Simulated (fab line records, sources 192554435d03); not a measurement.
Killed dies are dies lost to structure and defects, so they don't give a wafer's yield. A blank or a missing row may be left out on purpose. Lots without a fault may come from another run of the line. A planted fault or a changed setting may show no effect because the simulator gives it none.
Problem report in the 8D (eight disciplines) form, filled by code | flow n5_finfet | the parts of the form that need people (team, actions taken, sign-off) are left out

1. THE PROBLEM
mfc_cl2_sccm at N5_MIM_TOP_ETCH_ETCH_00 reads a mean of 69.72 sccm on 4 wafers of 2 lots; wafers without a fault read 53.26 sccm with a standard deviation of 0.16. That is +99 or more standard deviations from the usual mean.
The step: etches TiN in Cl2/BCl3, target depth 38.5 nm.
First seen on wafer L246.2, day 15 18:41, on rie_metal-01. The record holds 32 wafers of 11 lots with a number at this step. Rule for "out", or "out of limits": more than 4 standard deviations from the usual mean. The other wafers with a number count as sound.

2. WHAT IT IS AND WHAT IT IS NOT
question                    | is                               | is not
which readings at this step | mfc_cl2_sccm, throttle_valve_pct | bcl3_flow_sccm, drypump_motor_current_A, oes_product_au, rf_fwd_power_W
which lots                  | L245, L246                       | L234, L235, L236, L237, L239, L240, L254, L255, L256
which wafers of those lots  | L245.1, L245.4, L246.2, L246.5   | L245.3, L246.3
read on which tools         | rie_metal-01                     | rie_metal-02, rie_metal-03
when                        | from day 15 18:41                | up to then (19 sound wafers); but 9 sound wafers of L245, L254, L255, L256 came after

3. SUSPECTS, AND WHAT RULES EACH OUT
Counting: a tool at a process step up to the reading stays a suspect if it ran every lot that is out. Sound lots after the first of them don't rule it out here, since some wafers of a struck lot are sound.
- rie_metal-01 at N5_MIM_TOP_ETCH_ETCH_00 (etches TiN in Cl2/BCl3, target depth 38.5 nm): kept. It ran every lot that is out, first L246 (day 15 18:41); its last sound lot up to then is L237 (day 13 06:08). Its own readings are out on those wafers: mfc_cl2_sccm, throttle_valve_pct.
- Within rie_metal-01 at N5_MIM_TOP_ETCH_ETCH_00: the wafers that are out ran in chamber 0; their sound lot-mates ran in chamber 1.
Left after counting: rie_metal-01 at N5_MIM_TOP_ETCH_ETCH_00.

4. THE CAUSE (what the simulator had put in)
Process parameter drift: rie_metal-01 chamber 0, from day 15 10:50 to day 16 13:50, at N5_MIM_TOP_ETCH_ETCH_00. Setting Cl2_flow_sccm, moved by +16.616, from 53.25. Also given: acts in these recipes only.
Counting left only this tool.

5. THE CHAIN OF EFFECTS, in route order
Each row: a reading whose mean over the struck wafers that have a number lies more than 3 standard deviations from the usual. Only readings for which the record gives a usual standard deviation are gone through. hours: the time from each lot's start at the first step in this table that gives one to its start at this step, as a median over the lots. sigmas: the change in usual standard deviations.
hours | step                    | reading            | usual      | on struck wafers | change | sigmas
0     | N5_MIM_TOP_ETCH_ETCH_00 | mfc_cl2_sccm       | 53.26 sccm | 69.72            | +16.46 | +99 or more
0     | N5_MIM_TOP_ETCH_ETCH_00 | throttle_valve_pct | 22.80 %    | 24.30            | +1.50  | +6.2
The process steps in it:
- N5_MIM_TOP_ETCH_ETCH_00: etches TiN in Cl2/BCl3, target depth 38.5 nm.

6. WHAT WOULD HAVE CAUGHT IT SOONER
In this record the first reading out of limits was taken at day 15 18:41, 8 hours after the fault began at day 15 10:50.
